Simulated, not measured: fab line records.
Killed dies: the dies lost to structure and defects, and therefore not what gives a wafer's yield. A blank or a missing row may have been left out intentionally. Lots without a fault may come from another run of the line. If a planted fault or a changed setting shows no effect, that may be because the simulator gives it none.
fab line records	flow nandHarc
[record] lots = 7	wafers = 21	lastDay = 25
route steps=1159 shown A_STAIRCASE@607 END@1159
lots with no fault: from the same line, run without faults
startH: the number of hours between the record's first day and the start of the first shown wafer of the lot	waitH: time in hours since the lot's previous step	" same as the row above	L1.1+2: one row covering several wafers at once	- either no value or no given start	* or withheld: withheld	< > ~ a bound
route shown NAME@n: NAME is a module with steps in the file, n the number in the route of the first one	usual: average and standard deviation across the fault-free wafers	same: alike in all rows	chamber/n: place in a boat	sites: the reading at each site	_std_site: standard deviation of those values	_edge_site: outer sites' mean less inner sites'	radiusMm: for every site, how far away it sits from the centre of the wafer	mask NAME#n: copy n	behind: tool/chamber where the wafer was last shaped	hold: reason for holding the lot/hours on hold/outcome of the hold	device: names the non-switching transistor (n, p or np)	end of line: the route-end tests of the same wafers	step lacking rows: just its recipe	killed: count of dies lost to structure and defects at first sort (not the wafer's yield)	map: dies across one wafer; x = killed, . = not, _ = none there
set.NAME: the run value of the setting; set.NAME@STEP: its run value at that earlier step	model.NAME: the simulator's own value behind a step, which no gauge read
lots at some steps of the route; a table a step, a row a wafer
services: when a tool's chamber went out of use (startH, in hours from the record's first day, below 0 if earlier), for how many hours, and the reason
[[steps]]
[step NHARC_A_STAIRCASE_EBR_213]
[step NHARC_A_STAIRCASE_EXPOSE_214]
[recipe] na = 0.5	doseMj = 31.26	maskId = STAIR_3
[step NHARC_A_STAIRCASE_PEB_215]
[recipe] pebTempC = 115	pebTimeS = 130
[step NHARC_A_STAIRCASE_DEVELOP_216]
[recipe] timeS = 140
[step NHARC_A_STAIRCASE_HARDBAKE_218]
[recipe] tempC = 120	timeS = 140
[step NHARC_A_STAIRCASE_DESCUM_219]
[recipe] timeS = 3	o2FlowSccm = 200	arFlowSccm = 0	biasPowerW = 0	chemistry = O2
[usual] drypumpMotorCurrentA = 6.1/0.37	mfcArSccm = 0.015/0.018	oesProductAu = 0.999/0.011	rfVppV = 57.8/1	showerheadPlenumPTorr = 1.92/0.085	throttleValvePct = 11.313/0.0095
lot.wafer	tool	chamber	startH	waitH	drypumpMotorCurrentA	mfcArSccm	oesProductAu	rfHoursCounterH	rfVppV	showerheadPlenumPTorr	throttleValvePct
L771.3	rieDiel-07	1	260.48	-	5.4	0.042	1.013	10	58.1	1.89	11.323
L771.1	"	3	"	"	5.5	0	0.992	10	59.0	2.01	11.320
L771.5	"	2	"	"	6.0	0	0.994	-	58.9	2.05	11.317
L782.1	rieDiel-06	2	329.68	-	6.4	0	0.988	23	58.4	1.95	11.323
L782.2	"	3	"	"	5.7	0.017	0.989	28	56.0	1.95	11.311
L782.6	"	2	"	"	6.4	0	0.987	-	59.5	1.95	11.309
L783.2	rieDiel-06	2	332.00	-	6.5	0	0.987	25	57.8	1.95	11.309
L783.4	"	1	"	"	6.2	0.044	1.010	29	55.1	1.90	11.311
L783.5	"	2	"	"	6.4	0	0.983	-	57.7	1.95	11.313
L784.1	rieDiel-06	0	336.90	-	6.4	0.027	1.010	34	56.6	1.81	11.317
L784.4	"	2	"	"	6.4	0	0.985	27	60.2	1.95	11.311
L784.2	"	3	"	"	5.7	0.017	0.993	33	57.7	1.95	11.305
L787.2	rieDiel-02	3	354.98	-	5.8	0	0.998	7	57.3	2.07	11.316
L787.4	"	1	"	"	6.7	0.001	1.001	-	57.8	1.99	11.296
L787.5	"	2	"	"	6.3	0	0.992	-	58.3	1.95	11.321
L791.4	rieDiel-06	1	374.64	-	6.2	0.044	1.005	44	58.2	1.89	11.306
L791.2	"	2	"	"	6.4	0	0.976	40	57.2	1.94	11.319
L791.3	"	3	"	"	5.7	0.017	0.996	45	59.6	1.94	11.300
L792.1	rieDiel-06	0	396.73	-	6.4	0.027	1.011	56	57.0	1.81	11.309
L792.4	"	2	"	"	6.4	0	0.991	-	58.2	1.94	11.316
L792.6	"	0	"	"	6.4	0.027	1.014	-	55.4	1.81	11.306
[step NHARC_A_STAIRCASE_TRIM_220]
[recipe] timeS = 211.2	o2FlowSccm = 500	arFlowSccm = 0	biasW = 0	chemistry = O2
[usual] drypumpMotorCurrentA = 6.1/0.37	mfcArSccm = 0.014/0.017	oesProductAu = 0.999/0.011	rfVppV = 57.9/0.89	showerheadPlenumPTorr = 3.55/0.15	throttleValvePct = 17.037/0.0087
lot.wafer	tool	chamber	startH	waitH	drypumpMotorCurrentA	mfcArSccm	oesProductAu	rfHoursCounterH	rfVppV	showerheadPlenumPTorr	throttleValvePct
L771.1	rieDiel-07	2	260.57	0.1	6.0	0	0.997	10	57.4	3.76	17.038
L771.3	"	0	"	"	6.3	0.030	1.008	11	58.3	3.69	17.045
L771.5	"	3	"	"	5.5	0	0.982	-	59.2	3.69	17.028
L782.2	rieDiel-06	1	329.82	0.1	6.3	0.044	1.002	28	58.0	3.50	17.051
L782.1	"	2	"	"	6.4	0	0.992	23	57.1	3.58	17.040
L782.6	"	0	"	"	6.3	0.027	1.000	-	58.4	3.36	17.040
L783.4	rieDiel-06	3	332.10	0.1	5.7	0.017	1.005	30	57.8	3.59	17.041
L783.2	"	1	"	"	6.3	0.044	1.008	29	55.5	3.50	17.033
L783.5	"	2	"	"	6.4	0	0.990	-	57.9	3.58	17.042
L784.1	rieDiel-06	3	336.99	0.1	5.7	0.017	0.997	33	57.3	3.59	17.033
L784.2	"	1	"	"	6.2	0.044	1.007	32	58.4	3.50	17.019
L784.4	"	2	"	"	6.4	0	0.993	27	56.9	3.58	17.043
L787.2	rieDiel-02	1	355.06	0.1	6.7	0.001	1.003	7	58.8	3.66	17.037
L787.4	"	1	"	"	6.7	0.001	1.005	-	57.8	3.66	17.035
L787.5	"	3	"	"	5.8	0	0.992	-	58.3	3.80	17.035
L791.2	rieDiel-06	1	374.72	0.1	6.2	0.044	1.007	44	58.9	3.49	17.042
L791.4	"	2	"	"	6.5	0	0.983	40	58.1	3.58	17.032
L791.3	"	3	"	"	5.7	0.017	1.007	45	59.5	3.58	17.056
L792.1	rieDiel-06	2	397.29	0.6	6.4	0	0.983	48	57.8	3.57	17.038
L792.6	"	1	"	"	6.2	0.044	1.020	-	58.7	3.49	17.039
L792.4	"	0	"	"	6.4	0.027	1.005	-	57.2	3.34	17.050
[step NHARC_A_STAIRCASE_ETCH_221]
[recipe] targetDepthA = 1000	timeS = 40.5	ionEnergyEv = 400	c4f8FlowSccm = 20	o2FlowSccm = 10	arFlowSccm = withheld	rfW = 600	biasW = 1000	chemistry = C4F8/O2
[step NHARC_A_STAIRCASE_TRIM_222]
[recipe] timeS = 211.2	o2FlowSccm = 500	arFlowSccm = 0	biasW = 0	chemistry = O2
[usual] drypumpMotorCurrentA = 6.1/0.37	mfcArSccm = 0.015/0.017	oesProductAu = 0.999/0.011	rfVppV = 57.8/0.81	showerheadPlenumPTorr = 3.54/0.14	throttleValvePct = 17.036/0.009
lot.wafer	tool	chamber	startH	waitH	drypumpMotorCurrentA	mfcArSccm	oesProductAu	rfHoursCounterH	rfVppV	showerheadPlenumPTorr	throttleValvePct
L771.1	rieDiel-07	2	-	-	6.0	0	0.999	10	58.5	3.76	17.041
L771.3	"	1	"	"	5.4	0.042	1.017	10	57.7	3.50	17.041
L771.5	"	3	"	"	5.5	0	0.988	-	57.2	3.69	17.039
L782.1	rieDiel-06	0	-	-	6.4	0.027	1.003	29	58.1	3.36	17.029
L782.2	"	3	"	"	5.7	0.017	0.978	29	59.2	3.59	17.041
L782.6	"	1	"	"	6.2	0.044	0.984	-	57.2	3.50	17.051
L783.2	rieDiel-06	0	-	-	6.4	0.027	1.008	30	59.1	3.36	17.022
L783.4	"	3	"	"	5.7	0.017	1.006	30	59.3	3.59	17.034
L783.5	"	1	"	"	6.3	0.044	1.017	-	58.5	3.50	17.031
L784.1	rieDiel-06	2	-	-	6.4	0	0.993	27	57.8	3.58	17.038
L784.4	"	3	"	"	5.7	0.017	0.996	34	57.3	3.59	17.045
L784.2	"	1	"	"	6.3	0.044	1.013	32	57.9	3.50	17.036
L787.2	rieDiel-02	2	-	-	6.3	0	1.001	7	57.9	3.59	17.027
L787.4	"	3	"	"	5.9	0	0.998	-	57.1	3.80	17.046
L787.5	"	1	"	"	6.7	0.001	1.003	-	59.6	3.66	17.038
L791.2	rieDiel-06	2	-	-	6.5	0	0.988	40	58.2	3.58	17.017
L791.4	"	3	"	"	5.7	0.017	1.000	45	58.1	3.58	17.033
L791.3	"	1	"	"	6.2	0.044	1.002	44	57.4	3.49	17.057
L792.1	rieDiel-06	0	-	-	6.3	0.027	1.010	56	57.3	3.34	17.043
L792.6	"	2	"	"	6.4	0	0.986	-	56.8	3.57	17.024
L792.4	"	0	"	"	6.3	0.027	1.006	-	57.4	3.34	17.040
[step NHARC_A_STAIRCASE_ETCH_223]
[recipe] targetDepthA = 1000	timeS = 40.5	ionEnergyEv = 400	c4f8FlowSccm = 20	o2FlowSccm = 10	arFlowSccm = withheld	rfW = 600	biasW = 1000	chemistry = C4F8/O2
[usual] biasW = 1000.0/2.6	chamberPressureMTorr = 25.001/0.023	oesProductAu = 0.940/0.014	rfVppV = 897/5.3
lot.wafer	tool	chamber	startH	waitH	biasW	chamberPressureMTorr	oesProductAu	rfHoursCounterH	rfVppV
L771.1	rieDiel-07	3	-	-	996.3	24.991	0.927	10	901
L771.3	"	0	"	"	1000.3	24.983	0.971	11	903
L771.5	"	3	"	"	998.1	24.958	0.928	-	902
L782.1	rieDiel-06	3	-	-	998.4	24.999	0.942	29	897
L782.2	"	2	"	"	996.3	24.982	0.932	23	898
L782.6	"	3	"	"	1001.0	24.985	0.946	-	897
L783.4	rieDiel-06	2	-	-	1001.3	25.028	0.944	25	899
L783.2	"	0	"	"	1000.8	24.995	0.968	30	891
L783.5	"	2	"	"	1002.4	25.002	0.931	-	898
L784.2	rieDiel-06	3	-	-	999.9	25.029	0.935	34	897
L784.4	"	1	"	"	1001.4	24.973	0.958	32	895
L784.1	"	2	"	"	997.8	25.000	0.921	28	896
L787.2	rieDiel-02	1	-	-	999.6	25.021	0.949	7	901
L787.5	"	1	"	"	1000.9	25.017	0.948	-	901
L787.4	"	3	"	"	999.7	24.980	0.934	-	906
L791.2	rieDiel-06	3	-	-	1002.6	24.977	0.943	45	896
L791.3	"	0	"	"	1000.0	24.979	0.974	46	891
L791.4	"	1	"	"	997.2	25.022	0.956	44	895
L792.1	rieDiel-06	0	-	-	997.2	25.000	0.940	56	888
L792.4	"	0	"	"	1000.2	24.980	0.937	-	887
L792.6	"	1	"	"	1000.2	24.956	0.944	-	895
[step NHARC_A_STAIRCASE_TRIM_224]
[recipe] timeS = 211.2	o2FlowSccm = 500	arFlowSccm = 0	biasW = 0	chemistry = O2
[usual] drypumpMotorCurrentA = 6.1/0.38	mfcArSccm = 0.015/0.017	oesProductAu = 0.999/0.011	rfVppV = 57.9/0.95	showerheadPlenumPTorr = 3.54/0.15	throttleValvePct = 17.037/0.0087
lot.wafer	tool	chamber	startH	waitH	drypumpMotorCurrentA	mfcArSccm	oesProductAu	rfHoursCounterH	rfVppV	showerheadPlenumPTorr	throttleValvePct
L771.3	rieDiel-07	1	-	-	5.4	0.042	1.016	10	57.6	3.50	17.037
L771.1	"	3	"	"	5.5	0	0.990	10	57.8	3.69	17.029
L771.5	"	1	"	"	5.4	0.042	1.026	-	56.9	3.50	17.047
L782.2	rieDiel-06	0	-	-	6.4	0.027	0.996	29	57.1	3.36	17.038
L782.1	"	1	"	"	6.3	0.044	1.008	28	56.7	3.50	17.039
L782.6	"	3	"	"	5.7	0.017	1.006	-	59.5	3.59	17.028
L783.4	rieDiel-06	0	-	-	6.3	0.027	1.017	30	56.5	3.36	17.042
L783.2	"	1	"	"	6.2	0.044	1.008	30	57.9	3.50	17.026
L783.5	"	3	"	"	5.8	0.017	0.998	-	58.3	3.59	17.031
L784.1	rieDiel-06	3	-	-	5.7	0.017	0.998	34	56.4	3.59	17.045
L784.2	"	0	"	"	6.4	0.027	1.008	34	56.2	3.35	17.046
L784.4	"	1	"	"	6.3	0.044	1.012	32	59.1	3.50	17.038
L787.2	rieDiel-02	1	-	-	6.7	0.001	1.007	7	57.9	3.66	17.040
L787.5	"	3	"	"	5.8	0	0.994	-	59.1	3.80	17.027
L787.4	"	1	"	"	6.7	0.001	1.004	-	57.6	3.66	17.047
L791.4	rieDiel-06	2	-	-	6.5	0	0.978	40	59.2	3.58	17.048
L791.3	"	3	"	"	5.7	0.017	0.994	45	56.4	3.58	17.033
L791.2	"	0	"	"	6.4	0.027	1.000	46	59.5	3.35	17.036
L792.1	rieDiel-06	1	-	-	6.3	0.044	1.006	53	57.5	3.49	17.044
L792.6	"	1	"	"	6.3	0.044	1.001	-	57.5	3.49	17.027
L792.4	"	0	"	"	6.4	0.027	1.000	-	57.1	3.34	17.031
[step NHARC_A_STAIRCASE_ETCH_225]
[recipe] targetDepthA = 1000	timeS = 40.5	ionEnergyEv = 400	c4f8FlowSccm = 20	o2FlowSccm = 10	arFlowSccm = withheld	rfW = 600	biasW = 1000	chemistry = C4F8/O2
[usual] biasW = 999.7/2.7	chamberPressureMTorr = 25.000/0.021	oesProductAu = 0.942/0.012	rfVppV = 897/5.2
lot.wafer	tool	chamber	startH	waitH	biasW	chamberPressureMTorr	oesProductAu	rfHoursCounterH	rfVppV
L771.3	rieDiel-07	3	261.74	-	1004.0	24.975	0.917	11	902
L771.1	"	0	"	"	997.6	24.972	0.922	11	901
L771.5	"	2	"	"	1000.8	25.013	0.918	-	903
L782.2	rieDiel-06	1	330.50	-	-	-	-	-	-
L782.1	"	2	"	"	-	-	-	-	-
L782.6	"	0	"	"	-	-	-	-	-
L783.4	rieDiel-06	3	332.70	-	-	-	-	-	-
L783.2	"	2	"	"	-	-	-	-	-
L783.5	"	0	"	"	-	-	-	-	-
L784.2	rieDiel-06	2	337.68	-	-	-	-	-	-
L784.4	"	3	"	"	-	-	-	-	-
L784.1	"	0	"	"	-	-	-	-	-
L787.2	rieDiel-02	1	355.85	-	998.7	25.005	0.938	7	900
L787.4	"	1	"	"	1003.3	24.990	0.959	-	901
L787.5	"	3	"	"	996.5	25.027	0.934	-	906
L791.3	rieDiel-06	1	375.34	-	1000.2	24.981	0.958	44	894
L791.2	"	3	"	"	1003.3	24.990	0.941	45	898
L791.4	"	0	"	"	994.8	24.976	0.963	46	888
L792.1	rieDiel-06	0	398.01	-	995.8	25.024	0.949	56	889
L792.4	"	1	"	"	998.0	24.992	0.957	-	895
L792.6	"	2	"	"	998.4	25.033	0.923	-	898
[step NHARC_A_STAIRCASE_TRIM_226]
[recipe] timeS = 211.2	o2FlowSccm = 500	arFlowSccm = 0	biasW = 0	chemistry = O2
[step NHARC_END_SORT_01]
[recipe] tempC = 25
[usual] killedAtArray = 26/9	killedAtOther = 0.8/1.2	killedAtPeriphery = 3.2/2.3	killedDies = 30/9.1	killedOpen = 3.5/2	killedShort = 1.8/1.4
[same] grossDies = 677
lot.wafer	tool	chamber	startH	waitH	killedAtArray	killedAtOther	killedAtPeriphery	killedDies	killedOpen	killedShort
L782.1	prober-01	0	514.06	2.5	676	0	1	677	4	2
L782.2	prober-01	0	514.86	2.8	675	0	2	677	4	1
L782.6	prober-01	0	518.07	4.0	676	0	1	677	2	4
L783.2	prober-01	0	522.76	2.9	673	0	4	677	7	0
L783.4	prober-01	0	524.34	3.4	675	0	2	677	2	1
L783.5	prober-01	0	525.13	3.7	674	1	2	677	5	1
L784.1	prober-02	0	530.83	2.5	672	0	5	677	5	1
L784.2	prober-02	0	531.64	2.8	671	0	6	677	1	1
L784.4	prober-02	0	533.26	3.4	673	1	3	677	6	1
// killed by level:class
L782.1 A_STAIRCASE:areaEtch=636 A_SLIT:chamberFilmFlake=16 A_CHANNEL_HOLE_D1:chamberFilmFlake=15 A_WL_FILL:chamberFilmFlake=2 A_CONTACT:chamberFilmFlake=2 P_M0:geometricParticle:open=1 A_ONON_D1:geometricParticle:short=1 A_CHANNEL_FILL_D1:geometricParticle:open=1
L782.2 A_STAIRCASE:areaEtch=635 A_CHANNEL_HOLE_D1:chamberFilmFlake=16 A_SLIT:chamberFilmFlake=9 A_CONTACT:chamberFilmFlake=9 A_ONON_D1:geometricParticle:open=2 A_STAIRCASE:chamberFilmFlake=2 P_CONTACT:geometricParticle:open=1 A_CONTACT:geometricParticle:open=1
L782.6 A_STAIRCASE:areaEtch=640 A_CHANNEL_HOLE_D1:chamberFilmFlake=12 A_SLIT:chamberFilmFlake=12 A_CONTACT:chamberFilmFlake=5 A_STAIRCASE:chamberFilmFlake=2 P_CONTACT:geometricParticle:short=1 A_ONON_D1:geometricParticle:short=1 A_SGD_CUT:geometricParticle:open=1
L783.2 A_STAIRCASE:areaEtch=644 A_CHANNEL_HOLE_D1:chamberFilmFlake=11 A_CONTACT:chamberFilmFlake=5 A_SGD_CUT:chamberFilmFlake=4 P_GATE:chamberFilmFlake=2 A_STAIRCASE:chamberFilmFlake=2 P_M0:geometricParticle:open=1 A_ONON_D1:geometricParticle:open=1
L783.4 A_STAIRCASE:areaEtch=633 A_CHANNEL_HOLE_D1:chamberFilmFlake=22 A_SGD_CUT:chamberFilmFlake=6 A_CONTACT:chamberFilmFlake=5 A_STAIRCASE:chamberFilmFlake=3 A_BLC:geometricParticle:open=1 A_M0:geometricParticle:short=1 A_M0:geometricParticle:open=1
L783.5 A_STAIRCASE:areaEtch=645 A_CHANNEL_HOLE_D1:chamberFilmFlake=16 A_STAIRCASE:chamberFilmFlake=5 A_SGD_CUT:chamberFilmFlake=2 A_CONTACT:chamberFilmFlake=2 P_CONTACT:geometricParticle:open=1 P_M0:geometricParticle:open=1 A_SGD_CUT:geometricParticle:open=1
L784.1 A_STAIRCASE:areaEtch=662 A_CHANNEL_HOLE_D1:chamberFilmFlake=3 P_M1:chamberFilmFlake=2 P_M1:geometricParticle:open=1 A_ONON_D1:geometricParticle:open=1 A_CONTACT:geometricParticle:open=1 A_CONTACT:geometricParticle:short=1 A_BLC:geometricParticle:open=1
L784.2 A_STAIRCASE:areaEtch=664 P_GATE:chamberFilmFlake=4 A_CHANNEL_HOLE_D1:chamberFilmFlake=4 A_CONTACT:chamberFilmFlake=2 P_CONTACT:geometricParticle:open=1 A_WL_FILL:geometricParticle:short=1 P_M1:chamberFilmFlake=1
L784.4 A_STAIRCASE:areaEtch=662 A_CHANNEL_HOLE_D1:chamberFilmFlake=2 P_M1:chamberFilmFlake=2 A_STAIRCASE:chamberFilmFlake=2 P_GATE:geometricParticle:open=1 A_CHANNEL_HOLE_D1:geometricParticle:open=1 A_SGD_CUT:geometricParticle:open=1 A_WL_FILL:geometricParticle:short=1
// map L782.1 (x killed, . not)
____________x____________
_________xxxxxxx_________
_______xxxxxxxxxxx_______
______xxxxxxxxxxxxx______
_____xxxxxxxxxxxxxxx_____
____xxxxxxxxxxxxxxxxx____
____xxxxxxxxxxxxxxxxx____
___xxxxxxxxxxxxxxxxxxx___
___xxxxxxxxxxxxxxxxxxx___
__xxxxxxxxxxxxxxxxxxxxx__
__xxxxxxxxxxxxxxxxxxxxx__
_xxxxxxxxxxxxxxxxxxxxxxx_
_xxxxxxxxxxxxxxxxxxxxxxx_
_xxxxxxxxxxxxxxxxxxxxxxx_
_xxxxxxxxxxxxxxxxxxxxxxx_
_xxxxxxxxxxxxxxxxxxxxxxx_
xxxxxxxxxxxxxxxxxxxxxxxxx
xxxxxxxxxxxxxxxxxxxxxxxxx
xxxxxxxxxxxxxxxxxxxxxxxxx
xxxxxxxxxxxxxxxxxxxxxxxxx
xxxxxxxxxxxxxxxxxxxxxxxxx
_xxxxxxxxxxxxxxxxxxxxxxx_
_xxxxxxxxxxxxxxxxxxxxxxx_
_xxxxxxxxxxxxxxxxxxxxxxx_
_xxxxxxxxxxxxxxxxxxxxxxx_
_xxxxxxxxxxxxxxxxxxxxxxx_
__xxxxxxxxxxxxxxxxxxxxx__
__xxxxxxxxxxxxxxxxxxxxx__
___xxxxxxxxxxxxxxxxxxx___
___xxxxxxxxxxxxxxxxxxx___
____xxxxxxxxxxxxxxxxx____
____xxxxxxxxxxxxxxxxx____
_____xxxxxxxxxxxxxxx_____
______xxxxxxxxxxxxx______
_______xxxxxxxxxxx_______
_________xxxxxxx_________
____________x____________
// map L783.2 (x killed, . not)
____________x____________
_________xxxxxxx_________
_______xxxxxxxxxxx_______
______xxxxxxxxxxxxx______
_____xxxxxxxxxxxxxxx_____
____xxxxxxxxxxxxxxxxx____
____xxxxxxxxxxxxxxxxx____
___xxxxxxxxxxxxxxxxxxx___
___xxxxxxxxxxxxxxxxxxx___
__xxxxxxxxxxxxxxxxxxxxx__
__xxxxxxxxxxxxxxxxxxxxx__
_xxxxxxxxxxxxxxxxxxxxxxx_
_xxxxxxxxxxxxxxxxxxxxxxx_
_xxxxxxxxxxxxxxxxxxxxxxx_
_xxxxxxxxxxxxxxxxxxxxxxx_
_xxxxxxxxxxxxxxxxxxxxxxx_
xxxxxxxxxxxxxxxxxxxxxxxxx
xxxxxxxxxxxxxxxxxxxxxxxxx
xxxxxxxxxxxxxxxxxxxxxxxxx
xxxxxxxxxxxxxxxxxxxxxxxxx
xxxxxxxxxxxxxxxxxxxxxxxxx
_xxxxxxxxxxxxxxxxxxxxxxx_
_xxxxxxxxxxxxxxxxxxxxxxx_
_xxxxxxxxxxxxxxxxxxxxxxx_
_xxxxxxxxxxxxxxxxxxxxxxx_
_xxxxxxxxxxxxxxxxxxxxxxx_
__xxxxxxxxxxxxxxxxxxxxx__
__xxxxxxxxxxxxxxxxxxxxx__
___xxxxxxxxxxxxxxxxxxx___
___xxxxxxxxxxxxxxxxxxx___
____xxxxxxxxxxxxxxxxx____
____xxxxxxxxxxxxxxxxx____
_____xxxxxxxxxxxxxxx_____
______xxxxxxxxxxxxx______
_______xxxxxxxxxxx_______
_________xxxxxxx_________
____________x____________
[[services]]
tool	chamber	startH	hours	kind
rieDiel-06	-	241.20	9.0	pm
rieDiel-06	0	241.20	9.0	ventCycle
rieDiel-06	1	241.20	9.0	ventCycle
rieDiel-06	2	241.20	9.0	ventCycle
rieDiel-06	3	241.20	9.0	ventCycle
rieDiel-06	0	250.20	-	clean
rieDiel-06	1	250.20	-	clean
rieDiel-06	2	250.20	-	clean
rieDiel-06	3	250.20	-	clean
rieDiel-06	0	274.70	-	clean
rieDiel-06	1	274.70	-	clean
rieDiel-06	2	274.70	-	clean
rieDiel-06	3	274.70	-	clean
rieDiel-07	1	287.55	13.4	repair
rieDiel-06	2	289.33	6.8	repair
rieDiel-06	0	299.23	-	clean
rieDiel-06	1	299.23	-	clean
rieDiel-06	2	299.23	-	clean
rieDiel-06	3	299.23	-	clean
rieDiel-02	0	318.79	4.1	repair
rieDiel-06	0	323.73	-	clean
rieDiel-02	-	327.76	9.0	pm
rieDiel-06	3	360.12	2.1	repair
rieDiel-07	-	396.21	0.8	repair
[[key]]
[firstSign] step = NHARC_A_STAIRCASE_ETCH_225	reading = toolRecord	direction = missing
[effect] step = NHARC_END_SORT_01	reading = killedAtArray	direction = up	sigmas = 72	usual = 26	struck = 674
[moreKillsBornAt] NHARC_A_STAIRCASE_ETCH_225@rieDiel-06 = 5821
metAt NHARC_A_STAIRCASE_ETCH_225
struckWafers L782.1,L782.2,L782.6,L783.2,L783.4,L783.5,L784.1,L784.2,L784.4
laterRowsLeftOut L782.1,L782.2,L782.6,L783.2,L783.4,L783.5,L784.1,L784.2,L784.4
testerLeftOut L782,L783,L784
[fault] kind = skippedStepWhole	tool = rieDiel-06	chamber = -	onsetH = 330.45	steps = NHARC_A_STAIRCASE_ETCH_225	scope = struckLotsOnly
// testerLeftOut: of these lots the tester's yield and bins aren't shown, on N5 and GAA mostly nor the transistor test; their killed dies are dies lost to structure and defects alone, not to doping, threshold or leakage, so they don't give the yield
// laterRowsLeftOut: the simulator's readings of these wafers behind a module that went badly wrong aren't trusted and aren't shown, but for the sort
